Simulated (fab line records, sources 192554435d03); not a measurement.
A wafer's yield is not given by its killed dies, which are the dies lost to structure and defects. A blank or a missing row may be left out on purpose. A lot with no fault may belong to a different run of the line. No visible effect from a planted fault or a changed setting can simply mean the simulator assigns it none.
fab line records	flow n5Finfet
record lots=6	wafers=18	lastDay=16
route steps=1938 shown BEOL_M4@1069 PASSIVATION@1936
lots with no fault: from the same line, run without faults
startH: hours from the record's first day to the start of the lot's first wafer shown	waitH: hours since the lot's step before	" repeats the value in the row above	L1.1+2: a single row standing in for several wafers	- no value, or no start was given	* or withheld: withheld	< > ~ a bound
route shown NAME@n: NAME is a module with steps in the file, n the number in the route of the first one	usual: the fault-free wafers' mean and standard deviation	same: alike in all rows	chamber/n: place in a boat	sites: the reading at each site	_std_site: standard deviation of those values	_edge_site: the outer-site mean with the inner-site mean subtracted	radiusMm: for every site, how far away it sits from the centre of the wafer	mask NAME#n: copy n	behind: tool/chamber where the wafer was last shaped	hold: the reason the lot was held/the length of the hold in hours/how it ended	device: the n, p or np transistor that did not switch	end of line: at the end of the route, the tests of the same wafers	step lacking rows: just its recipe	killed: the dies lost at the first sort to structure and to defects; this is not the yield of the wafer	map: a wafer's dies, marking killed ones x, the rest . and places with no die _
set.NAME: the setting that was run; set.NAME@STEP: the one run at that earlier step	model.NAME: the simulator's own value behind a step, which no gauge read
a table for each step, a row for each wafer; lots at some steps of the route
services: when a tool's chamber went out of use (startH, in hours from the record's first day, below 0 if earlier), for how many hours, and the reason
## steps
# step N5_BEOL_M4_STRIP_36
# recipe chemistry=N2/H2	powerW=450	tempC=40	pressureMtorr=20	rfFrequencyHz=6e+07	overashFraction=0.3	biasPowerW=7	h2Frac=0.5	n2FlowSccm=200	h2FlowSccm=200
# step N5_BEOL_M4_TRENCH_ETCH_37
# recipe chemistry=C4F6/O2	targetDepthA=555.55	target=SiOC	timeS=29.2	ionEnergyEv=250	pressureMtorr=30	sourceW=355	biasW=185	Ar_flow_sccm=300	C4F6_flow_sccm=10	O2_flow_sccm=10
# step N5_BEOL_M4_ETCH_41
# recipe chemistry=CH3F/O2	target=SiCN	targetDepthA=299	taperDeg=2	timeS=52.5	ionEnergyEv=120	maskMaterial=TiN	pressureMtorr=30	sourceW=395	biasW=75	Ar_flow_sccm=150	CH3F_flow_sccm=30	O2_flow_sccm=20
# step N5_BEOL_M4_STRIP_97
# recipe chemistry=N2/H2	timeS=10	powerW=450	tempC=40	pressureMtorr=20	rfFrequencyHz=6e+07	biasPowerW=7	n2FlowSccm=200	h2FlowSccm=200
# step N5_BEOL_M4_OCD_MEAS_38
# usual trenchDepthNm=55.2/1.4
lot.wafer	tool	chamber	startH	waitH	trenchDepthNm
L134.1	ocd-02	-	176.93	-	55.8
L134.2	"	-	"	"	55.1
L134.6	"	-	"	"	54.9
L135.1	ocd-01	-	176.99	-	56.8
L135.3	"	-	"	"	55.7
L135.5	"	-	"	"	55.0
L136.1	ocd-02	-	193.19	-	56.2
L136.2	"	-	"	"	57.6
L136.3	"	-	"	"	56.7
L139.2	ocd-01	-	201.56	-	56.9
L139.3	"	-	"	"	54.7
L139.6	"	-	"	"	56.2
L145.2	ocd-01	-	244.96	-	53.8
L145.3	"	-	"	"	57.1
L145.4	"	-	"	"	55.9
L148.1	ocd-02	-	267.63	-	57.6
L148.4	"	-	"	"	56.6
L148.6	"	-	"	"	54.1
# step N5_BEOL_M4_HM_STRIP_39
# recipe chemistry=peroxideTinStrip	material=TiN	targetDepthA=250	tempC=50	timeS=158
# step N5_BEOL_M4_SRD_40
# recipe timeS=30	tempC=23	rinseLiquid=diw	dry=ipaMarangoni
# step N5_BEOL_M4_PRECLEAN_42
# recipe chemistry=residueRemover	timeS=60	tempC=40
# step N5_BEOL_M4_SRD_43
# recipe timeS=30	tempC=23	rinseLiquid=diw	dry=ipaMarangoni
# step N5_BEOL_M4_CD_MEAS_35
# recipe targetCdNm=18	targetCdYNm=22.4	polarity=opening
# usual cdNm=18.0/0.41
lot.wafer	tool	chamber	startH	waitH	cdNm
L135.1	cdSem-03	-	177.15	0.0	18.0
L135.3	"	-	"	"	17.8
L135.5	"	-	"	"	18.0
L134.1	cdSem-03	-	177.20	0.0	19.0
L134.2	"	-	"	"	17.9
L134.6	"	-	"	"	18.7
L136.1	cdSem-02	-	193.35	0.0	18.1
L136.2	"	-	"	"	18.3
L136.3	"	-	"	"	18.0
L139.2	cdSem-03	-	201.72	0.0	17.7
L139.3	"	-	"	"	17.7
L139.6	"	-	"	"	18.6
L145.2	cdSem-02	-	245.11	0.0	17.4
L145.3	"	-	"	"	18.5
L145.4	"	-	"	"	17.6
L148.1	cdSem-01	-	267.79	0.0	18.0
L148.4	"	-	"	"	18.1
L148.6	"	-	"	"	18.5
# step N5_BEOL_M4_DEGAS_44
# recipe ambient=vacuum	tempC=250	timeS=60
# step N5_BEOL_M4_PRE_CLEAN_45
# recipe gas=H2/He	timeS=30	tempC=250
# step N5_BEOL_M4_ALD_84
# recipe material=TaN	targetThkA=*	tempC=275	aldPrecursorFamily=PDMAT	aldCoReactant=NH3	pressureTorr=3	carrierFlowSccm=1500	pulseTimeS=2	purgeTimeS=3	coReactantPurgeTimeS=2	coReactantPulseTimeS=3	aldCycles=30	precursorVesselTempC=75	precursorVesselPressureTorr=26.25	precursorVesselCarrierSccm=1000
# usual heaterPowerW=414/47	susceptorTempC=274.99/0.17
lot.wafer	tool	chamber	startH	waitH	heaterPowerW	susceptorTempC
L135.1	aldMetal-03	0	177.33	0.0	464	275.05
L135.3	"	1	"	"	352	275.02
L135.5	"	1	"	"	356	274.79
L134.1	aldMetal-04	3	177.39	0.1	463	275.09
L134.2	"	1	"	"	371	275.18
L134.6	"	0	"	"	452	275.09
L136.1	aldMetal-03	0	194.09	0.0	474	275.43
L136.2	"	2	"	"	421	274.92
L136.3	"	1	"	"	357	275.09
L139.2	aldMetal-04	3	201.96	0.0	465	275.12
L139.3	"	0	"	"	451	274.64
L139.6	"	3	"	"	479	274.89
L145.2	aldMetal-03	3	245.56	0.0	440	275.06
L145.3	"	2	"	"	415	275.04
L145.4	"	0	"	"	471	275.24
L148.1	aldMetal-03	2	268.44	0.1	406	274.65
L148.4	"	0	"	"	462	275.22
L148.6	"	0	"	"	460	275.00
# step N5_BEOL_M4_SURFACE_TREAT_85
# recipe gas=Ar	timeS=*	ionEnergyEv=*	ionCurrentMaCm2=0.5	pressureMtorr=*	arFlowSccm=30
# step N5_BEOL_M4_CVD_47
# recipe material=Co	targetThkA=30	tempC=withheld	precursor=CCTBA/H2	pressureTorr=30	timeS=223.8
# step N5_BEOL_M4_SPUTTER_48
# recipe material=Cu	targetThkA=45	tempC=-20	chamberPressurePa=0.07	powerW=withheld	timeS=8.29
# step N5_BEOL_M4_ANNEAL_49
# recipe tempC=400	timeS=240	ambient=vacuum
# step N5_BEOL_M4_SPUTTER_79
# recipe material=Cu	targetThkA=45	tempC=-20	chamberPressurePa=0.07	powerW=withheld	timeS=8.29
# step N5_BEOL_M4_ANNEAL_80
# recipe tempC=400	timeS=240	ambient=vacuum
# step N5_BEOL_M4_SPUTTER_81
# recipe material=Cu	targetThkA=45	tempC=-20	chamberPressurePa=0.07	powerW=withheld	timeS=8.29
# usual susceptorTempC=-20.00/0.099	throttleValvePct=29.6/0.86
lot.wafer	tool	chamber	startH	waitH	susceptorTempC	throttleValvePct
L135.1	pvdSputter-01	-	178.22	0.1	-20.00	29.7
L135.3	"	-	"	"	-20.04	27.5
L135.5	"	-	"	"	-20.03	29.3
L134.1	pvdSputter-03	-	178.43	0.1	-19.98	30.4
L134.2	"	-	"	"	-20.00	28.8
L134.6	"	-	"	"	-20.04	29.1
L136.1	pvdSputter-03	-	195.00	0.1	-19.92	30.4
L136.2	"	-	"	"	-19.95	29.0
L136.3	"	-	"	"	-19.93	29.6
L139.2	pvdSputter-03	-	202.95	0.1	-20.36	29.5
L139.3	"	-	"	"	-19.92	28.8
L139.6	"	-	"	"	-19.99	30.2
L145.2	pvdSputter-02	-	247.82	0.1	-20.03	29.1
L145.3	"	-	"	"	-20.15	31.1
L145.4	"	-	"	"	-19.91	30.5
L148.1	pvdSputter-02	-	269.79	0.1	-19.98	29.3
L148.4	"	-	"	"	-20.02	30.5
L148.6	"	-	"	"	-20.09	29.6
# step N5_BEOL_M4_ANNEAL_82
# recipe tempC=400	timeS=240	ambient=vacuum
# usual heaterPowerW=814/79	susceptorTempC=400.01/0.2	susceptor_temp_C_max=401.0/0.41
lot.wafer	tool	chamber	startH	waitH	heaterPowerW	susceptorTempC	susceptor_temp_C_max
L135.1	pvdSputter-01	-	178.30	0.0	898	400.08	401.0
L135.3	"	-	"	"	871	400.20	400.8
L135.5	"	-	"	"	828	399.85	400.5
L134.1	pvdSputter-03	-	178.51	0.0	840	400.13	401.0
L134.2	"	-	"	"	650	399.92	401.0
L134.6	"	-	"	"	665	399.94	400.9
L136.1	pvdSputter-03	-	195.08	0.0	830	400.27	401.7
L136.2	"	-	"	"	659	399.76	400.9
L136.3	"	-	"	"	848	399.73	400.8
L139.2	pvdSputter-03	-	203.03	0.0	825	399.77	400.7
L139.3	"	-	"	"	658	400.26	401.3
L139.6	"	-	"	"	823	399.99	401.2
L145.2	pvdSputter-02	-	247.90	0.0	754	399.83	400.6
L145.3	"	-	"	"	761	400.18	401.0
L145.4	"	-	"	"	905	399.62	400.7
L148.1	pvdSputter-02	-	269.88	0.0	789	399.72	400.8
L148.4	"	-	"	"	911	400.00	400.7
L148.6	"	-	"	"	863	400.22	400.9
# step N5_BEOL_M4_SPUTTER_86
# recipe material=Cu	targetThkA=45	tempC=-20	chamberPressurePa=0.07	powerW=withheld	timeS=8.29
# step N5_BEOL_M4_ANNEAL_87
# recipe tempC=400	timeS=240	ambient=vacuum
# step N5_BEOL_M4_SPUTTER_88
# recipe material=Cu	targetThkA=45	tempC=-20	chamberPressurePa=0.07	powerW=withheld	timeS=8.29
# step N5_BEOL_M4_ANNEAL_89
# recipe tempC=400	timeS=240	ambient=vacuum
# step N5_BEOL_M4_SPUTTER_90
# recipe material=Cu	targetThkA=45	tempC=-20	chamberPressurePa=0.07	powerW=withheld	timeS=8.29
# step N5_BEOL_M4_ANNEAL_91
# recipe tempC=400	timeS=240	ambient=vacuum
# usual heaterPowerW=814/78	susceptorTempC=399.99/0.21	susceptor_temp_C_max=401.0/0.39
lot.wafer	tool	chamber	startH	waitH	heaterPowerW	susceptorTempC	susceptor_temp_C_max
L135.1	pvdSputter-01	-	178.96	0.0	875	399.80	400.6
L135.3	"	-	"	"	836	400.07	401.0
L135.5	"	-	"	"	828	399.93	400.8
L134.1	pvdSputter-03	-	179.17	0.0	836	400.18	401.2
L134.2	"	-	"	"	669	400.34	401.4
L134.6	"	-	"	"	673	400.12	400.9
L136.1	pvdSputter-03	-	195.74	0.0	832	400.27	401.7
L136.2	"	-	"	"	661	400.21	401.2
L136.3	"	-	"	"	864	400.03	401.2
L139.2	pvdSputter-03	-	203.69	0.0	843	399.62	400.6
L139.3	"	-	"	"	660	399.90	400.7
L139.6	"	-	"	"	854	400.25	401.7
L145.2	pvdSputter-02	-	248.56	0.0	779	400.00	401.0
L145.3	"	-	"	"	751	399.61	400.5
L145.4	"	-	"	"	920	400.38	401.1
L148.1	pvdSputter-02	-	270.62	0.0	768	399.73	400.4
L148.4	"	-	"	"	888	399.71	400.5
L148.6	"	-	"	"	836	400.22	401.0
# step N5_BEOL_M4_SPUTTER_92
# recipe material=Cu	targetThkA=45	tempC=-20	chamberPressurePa=0.07	powerW=withheld	timeS=8.29
# usual susceptorTempC=-19.99/0.11	throttleValvePct=29.7/0.86
lot.wafer	tool	chamber	startH	waitH	susceptorTempC	throttleValvePct
L135.1	pvdSputter-01	-	179.10	0.1	-19.93	30.0
L135.3	"	-	"	"	-20.15	27.5
L135.5	"	-	"	"	-19.74	29.4
L134.1	pvdSputter-03	-	179.31	0.1	-20.14	30.4
L134.2	"	-	"	"	-19.80	28.9
L134.6	"	-	"	"	-20.04	29.2
L136.1	pvdSputter-03	-	195.88	0.1	-20.00	30.7
L136.2	"	-	"	"	-20.06	28.9
L136.3	"	-	"	"	-20.20	29.6
L139.2	pvdSputter-03	-	203.83	0.1	-20.11	29.7
L139.3	"	-	"	"	-20.00	29.0
L139.6	"	-	"	"	-20.26	30.0
L145.2	pvdSputter-02	-	248.70	0.1	-19.95	29.0
L145.3	"	-	"	"	-19.91	30.7
L145.4	"	-	"	"	-19.94	30.8
L148.1	pvdSputter-02	-	270.78	0.1	-19.62	28.8
L148.4	"	-	"	"	-19.88	30.8
L148.6	"	-	"	"	-19.97	29.5
# step N5_BEOL_M4_ANNEAL_93
# recipe tempC=400	timeS=240	ambient=vacuum
# step N5_BEOL_M4_SPUTTER_94
# recipe material=Cu	targetThkA=45	tempC=-20	chamberPressurePa=0.07	powerW=withheld	timeS=8.29
# step N5_BEOL_M4_ANNEAL_95
# recipe tempC=400	timeS=240	ambient=vacuum
# step N5_BEOL_M4_SPUTTER_96
# recipe material=Cu	targetThkA=45	tempC=-20	chamberPressurePa=0.07	powerW=withheld	timeS=8.29
# usual susceptorTempC=-20.00/0.1	throttleValvePct=29.7/0.85
lot.wafer	tool	chamber	startH	waitH	susceptorTempC	throttleValvePct
L135.1	pvdSputter-01	-	179.54	0.1	-20.09	29.4
L135.3	"	-	"	"	-19.94	27.7
L135.5	"	-	"	"	-19.91	29.2
L134.1	pvdSputter-03	-	179.75	0.1	-20.14	30.3
L134.2	"	-	"	"	-19.86	29.2
L134.6	"	-	"	"	-19.97	29.0
L136.1	pvdSputter-03	-	196.32	0.1	-20.10	30.3
L136.2	"	-	"	"	-20.14	29.0
L136.3	"	-	"	"	-20.05	29.8
L139.2	pvdSputter-03	-	204.27	0.1	-20.08	30.0
L139.3	"	-	"	"	-19.88	29.0
L139.6	"	-	"	"	-19.96	30.4
L145.2	pvdSputter-02	-	249.14	0.1	-20.07	29.0
L145.3	"	-	"	"	-20.04	30.8
L145.4	"	-	"	"	-19.93	30.5
L148.1	pvdSputter-02	-	271.27	0.1	-20.00	29.1
L148.4	"	-	"	"	-19.98	30.5
L148.6	"	-	"	"	-20.10	29.3
# step N5_BEOL_M4_ECD_50
# recipe material=Cu	targetThkA=3000
# step N5_BEOL_M4_ANNEAL_51
# recipe tempC=225	timeS=90	ambient=N2
# step N5_BEOL_M4_CMP_52
# recipe stopOn=SiOC	tOverpolishS=6.8	downForcePsi=1	platenRpm=50	clearingPlatenDownForcePsi=1.5	clearingPlatenRpm=50	postCmpClean=cuAlkaline	targetThkNm=40	clearingPlatenPadVelocityMS=0.99484	padVelocityMS=0.99484
# step N5_BEOL_M4_THK_MEAS_53
# recipe thkMeasGauge=xrf	reads=Cu_of_BEOL_M4_ECD_50
# usual M4_THK=40.5/2.2
lot.wafer	tool	chamber	startH	waitH	M4_THK[nm]
L135.1	filmMetro-02	-	180.33	-	43.9
L135.3	"	-	"	"	40.1
L135.5	"	-	"	"	42.4
L134.1	filmMetro-01	-	180.54	-	42.6
L134.2	"	-	"	"	37.3
L134.6	"	-	"	"	40.3
L136.1	filmMetro-02	-	197.10	-	40.0
L136.2	"	-	"	"	44.3
L136.3	"	-	"	"	40.0
L139.2	filmMetro-02	-	205.06	-	44.3
L139.3	"	-	"	"	42.3
L139.6	"	-	"	"	43.2
L145.2	filmMetro-02	-	250.51	-	39.1
L145.3	"	-	"	"	44.4
L145.4	"	-	"	"	40.6
L148.1	filmMetro-01	-	272.07	-	46.1
L148.4	"	-	"	"	41.2
L148.6	"	-	"	"	42.7
# step N5_BEOL_M4_PRE_CLEAN_60
# recipe gas=NH3/H2	timeS=15	tempC=*	rfPowerW=300
# step N5_BEOL_M4_CO_CAP_55
# recipe material=Co	targetThkA=20	tempC=200	precursor=CCTBA/H2	pressureTorr=30	timeS=102.1
# step N5_BEOL_M4_PRE_CLEAN_56
# recipe gas=NH3	timeS=15	tempC=withheld	rfPowerW=300
# step N5_BEOL_M4_DEP_57
# recipe material=SiCN	targetThkA=80	tempC=withheld	precursor=3MS/NH3	pressureTorr=3	rfW=202	timeS=14
# step N5_BEOL_M4_RS_MEAS_58
# recipe thkMeasGauge=four-point-probe	reads=Co_of_BEOL_M4_CO_CAP_55+Cu_of_BEOL_M4_ECD_50+Co_of_BEOL_M4_CVD_47+TaN_of_BEOL_M4_ALD_84
# usual M4_RS=0.68/0.048
lot.wafer	tool	chamber	startH	waitH	M4_RS[ohm/sq]
L135.1	filmMetro-01	-	180.59	0.0	0.60
L135.3	"	-	"	"	0.67
L135.5	"	-	"	"	0.64
L134.1	filmMetro-02	-	180.86	0.0	0.64
L134.2	"	-	"	"	0.75
L134.6	"	-	"	"	0.68
L136.1	filmMetro-02	-	197.42	0.0	0.68
L136.2	"	-	"	"	0.60
L136.3	"	-	"	"	0.69
L139.2	filmMetro-02	-	205.32	0.1	0.60
L139.3	"	-	"	"	0.64
L139.6	"	-	"	"	0.62
L145.2	filmMetro-02	-	250.80	0.1	0.72
L145.3	"	-	"	"	0.61
L145.4	"	-	"	"	0.69
L148.1	filmMetro-01	-	272.33	0.0	0.58
L148.4	"	-	"	"	0.65
L148.6	"	-	"	"	0.63
# step N5_PASSIVATION_PROBE_49
# usual defectLimitedYield=91.3/1.4	killed_at_M0_to_M3=32/9.5	killed_at_M4_up=14/5.2	killedAtContacts=13/5.7	killedAtFrontEnd=41/12	killedAtOther=3.5/2.6	killedDies=103/17	killedOpen=68/14	killedShort=32/7	sort_bin_5_function=5.0/0.91	sort_bin_6_memory=3.3/0.7	sort_bin_8_speed=0.03/0.22	sortNPass=1076/17	sortYieldPct=91.2/1.4
# same grossDies=1180	killedAtBackSide=0	sort_bin_4_leakage[%]=0
lot.wafer	tool	chamber	startH	waitH	defectLimitedYield[%]	killed_at_M0_to_M3	killed_at_M4_up	killedAtContacts	killedAtFrontEnd	killedAtOther	killedDies	killedOpen	killedShort	sort_bin_5_function[%]	sort_bin_6_memory[%]	sort_bin_8_speed[%]	sortNPass	sortYieldPct[%]
L135.1	prober-02	-	279.24	0.0	92.4	38	13	7	30	2	90	54	34	4.3	2.8	0	1090	92.4
L135.3	prober-02	-	279.34	0.1	91.4	29	12	8	51	2	102	61	41	4.2	3.7	0	1078	91.4
L135.5	prober-02	-	279.44	0.2	88.4	45	20	4	66	2	137	94	39	6.2	4.7	0	1043	88.4
L134.1	prober-01	-	283.56	0.0	89.2	36	23	19	49	1	128	93	30	6.8	3.5	0	1052	89.2
L134.2	prober-01	-	283.61	0.1	89.8	24	22	23	49	2	120	76	35	5.2	4.0	0	1060	89.8
L134.6	prober-01	-	283.81	0.3	91.0	35	12	14	36	9	106	61	44	4.7	3.8	0	1074	91.0
L145.2	prober-01	-	355.56	0.1	87.3	41	60	14	34	1	150	60	40	8.3	3.6	0	1030	87.3
L145.3	prober-01	-	355.61	0.1	83.9	34	106	9	36	5	190	62	29	10.9	4.2	0	990	83.9
L145.4	prober-01	-	355.66	0.2	85.4	42	75	9	44	2	172	68	40	10.2	3.9	0	1008	85.4
L148.1	prober-02	-	372.31	0.1	84.7	24	106	10	38	3	181	57	30	10.4	3.8	2.20	973	82.5
L148.4	prober-02	-	372.46	0.2	85.3	49	79	6	39	0	173	89	30	9.2	4.2	0	1007	85.3
L148.6	prober-02	-	372.56	0.3	87.4	33	67	14	35	0	149	56	32	6.8	3.8	0	1031	87.4
# killed by level:class
L135.1 BEOL_M0_SAQP:geometricParticle:short=11 BEOL_M2:geometricParticle:open=9 BEOL_M3:geometricParticle:open=8 MOL_CONTACT_COAG:geometricParticle:open=7 FIN_SAQP:geometricParticle:open=6 FIN_SAQP:geometricParticle:short=5 STI_FIN_REVEAL:geometricParticle:open=3 ILD0:geometricParticle:short=3
L135.3 FIN_SAQP:geometricParticle:open=15 GATE_CUT:geometricParticle:short=11 BEOL_M0_SAQP:geometricParticle:open=8 BEOL_M0_SAQP:geometricParticle:short=8 BEOL_M3:geometricParticle:open=8 MOL_CONTACT_COAG:geometricParticle:open=7 BEOL_M4:geometricParticle:open=6 FIN_CUT:geometricParticle:short=4
L135.5 FIN_SAQP:geometricParticle:open=17 STI_FIN_REVEAL:geometricParticle:open=12 BEOL_M0_SAQP:geometricParticle:open=12 BEOL_M3:geometricParticle:open=10 DUMMY_GATE:geometricParticle:open=9 FIN_SAQP:geometricParticle:short=8 GATE_CUT:geometricParticle:short=7 BEOL_M0_SAQP:geometricParticle:short=7
L134.1 FIN_SAQP:geometricParticle:open=22 MOL_CONTACT_COAG:geometricParticle:open=16 BEOL_M4:geometricParticle:open=13 BEOL_M0_SAQP:geometricParticle:short=8 BEOL_M0:geometricParticle:open=6 BEOL_M0_SAQP:geometricParticle:open=6 STI_FIN_REVEAL:geometricParticle:open=5 STARTING-WAFER:geometricParticle:open=4
L134.2 MOL_CONTACT_COAG:geometricParticle:open=21 STI_FIN_REVEAL:geometricParticle:open=9 BEOL_M4:geometricParticle:open=9 FIN_SAQP:geometricParticle:open=8 BEOL_M4:geometricParticle:short=8 HKMG_FIN:areaEtch=8 STI_FIN_REVEAL:geometricParticle:short=6 BEOL_M2:geometricParticle:open=5
L134.6 FIN_SAQP:geometricParticle:open=13 BEOL_M0_SAQP:geometricParticle:short=13 MOL_CONTACT_COAG:geometricParticle:open=10 BEOL_M0_SAQP:geometricParticle:open=10 BEOL_M4:geometricParticle:open=6 BEOL_M3:geometricParticle:open=6 MIM_TOP:geometricParticle:short=5 STI_FIN_REVEAL:geometricParticle:open=4
L145.2 BEOL_M4:unspecified=50 STI_FIN_REVEAL:geometricParticle:open=9 BEOL_M2:geometricParticle:open=9 MOL_CONTACT_COAG:geometricParticle:open=8 BEOL_M3:geometricParticle:open=8 BEOL_M3:geometricParticle:short=7 MOL_CONTACT_COAG:geometricParticle:short=6 GATE_CUT:geometricParticle:short=6
L145.3 BEOL_M4:unspecified=98 STI_FIN_REVEAL:geometricParticle:open=11 BEOL_M2:geometricParticle:open=8 MOL_CONTACT_COAG:geometricParticle:open=8 FIN_SAQP:geometricParticle:short=7 FIN_SAQP:geometricParticle:open=6 BEOL_M3:geometricParticle:open=6 BEOL_M1:geometricParticle:open=6
L145.4 BEOL_M4:unspecified=62 FIN_SAQP:geometricParticle:open=11 BEOL_M1:geometricParticle:open=11 BEOL_M2:geometricParticle:open=10 FIN_SAQP:geometricParticle:short=7 BEOL_M3:geometricParticle:open=6 ILD0:geometricParticle:short=5 MOL_CONTACT_COAG:geometricParticle:open=5
L148.1 BEOL_M4:unspecified=94 STI_FIN_REVEAL:geometricParticle:open=17 FIN_SAQP:geometricParticle:short=7 BEOL_M1:geometricParticle:open=6 MOL_CONTACT_COAG:geometricParticle:open=5 MOL_CONTACT_COAG:geometricParticle:short=5 BEOL_M0_SAQP:geometricParticle:short=5 BEOL_M7:geometricParticle:open=5
L148.4 BEOL_M4:unspecified=53 STI_FIN_REVEAL:geometricParticle:open=13 BEOL_M4:geometricParticle:open=12 BEOL_M0_SAQP:geometricParticle:open=12 BEOL_M1:geometricParticle:open=11 FIN_SAQP:geometricParticle:open=6 MOL_CONTACT_COAG:geometricParticle:open=6 BEOL_M2:geometricParticle:open=6
L148.6 BEOL_M4:unspecified=52 MOL_CONTACT_COAG:geometricParticle:open=11 BEOL_M0_SAQP:geometricParticle:short=10 BEOL_M0_SAQP:geometricParticle:open=9 HKMG_FIN:areaEtch=9 BEOL_M4:geometricParticle:open=8 FIN_SAQP:geometricParticle:open=5 FIN_SAQP:geometricParticle:short=4
# map L145.3 (x killed, . not)
_________________..........x.________________
______________.........x..x....._____________
___________........................__________
__________.x........................_________
________xx....x........x.........x...._______
_______....x..x.x.......xx.............______
______.....xxxxxxxx....x.............x.._____
_____..x.x.xx.x.xxxxxx...................____
____....x.xx.xxxxxxxxx...........x........___
___....xxx.xxxxxxxxxx.........x............__
___......xxxxxxxxxxxxxx...x..........xx....__
__..x....xxxxxxxxxxx...........x............_
__.......xxxxxxxxxxx...x..x................._
_........x..xxxx.xx............x..x..........
_.........xx.xxxxx........x..x........x......
_.........x..xx.xx..x.x..x...................
_.........x...x...........x..............x.x.
_...................................x........
_..............x.............x...............
_.x.......xx.......x.....x.............x.....
_..x...x....x................................
__....x......................x..x.x...x....._
__.....xx....x...xx..x............x........._
___....................................x..x__
___...........x........x.x...x..........x.x__
____................x.................x.x.___
_____x..x.........x.......x..............____
______....x.........x.....x............._____
_______....x...........................______
________.........x...................x_______
__________x................x..x....._________
___________x..............x........__________
______________................x._____________
_________________x..x........________________
# map L148.1 (x killed, . not)
_________________............________________
______________...........x.....x_____________
___________........x..............x__________
__________........x................._________
________.....x........................_______
_______.....x..xxx..x.....x......x.....______
______x......xx.x.x...x...............x._____
_____..x...xxxxxxx..x..x.........x.......____
____.....xxxxxxxxxxx...x.....x........x...___
___x....xx.xxxxxxxxx.x.....................__
___.......xxxxxxxxxxx.....x............x...__
__.......xxxxxxxxxxx..x.....x..............._
__.......x.xxxxxxxxx........................_
_....x...xxxxxxxx.x..........................
_.x.......xxx..xxxx..x.......................
_.x.............xx......x.......x............
_..x.......x.x.x.....x..x........x..x........
_.x..............................x.x......x..
_.......................................xx..x
_..........x.............x.......x...........
_....x.....x.x..............................x
__.....xx..........x............x..........._
__.........................................._
___...................................x.x..__
___x..x.....x..............xx.x.x....x.....__
____.......x..............x.......xxx..xx.___
_____.....................x.....x.x......____
______......x.......x..............x...._____
_______...x.x........x.................______
________..................x..x.xx....x_______
__________.........................._________
___________.....x.....x............__________
______________...x...x.........x_____________
_________________.........x..________________
## services
tool	chamber	startH	hours	kind
aldMetal-03	3	169.81	26.9	repair
## key
firstSign step=N5_PASSIVATION_PROBE_49	reading=killed_at_M4_up	direction=up	sigmas=13	usual=14	struck=82
effect step=N5_PASSIVATION_PROBE_49	reading=defectLimitedYield	direction=down	sigmas=3.9	usual=91.3	struck=85.7
moreKillsBornAt N5_BEOL_M4_ALD_84@aldMetal-03=409
metAt N5_BEOL_M4_ALD_84
struckWafers L145.2,L145.3,L145.4,L148.1,L148.4,L148.6
onsetBetween 194.09 245.56
alsoFits time
fault kind=chamberParticleSource	tool=aldMetal-03	chamber=-	onsetH=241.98	steps=N5_BEOL_M4_ALD_84	ratePerVisitCm2=0.46558	endH=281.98
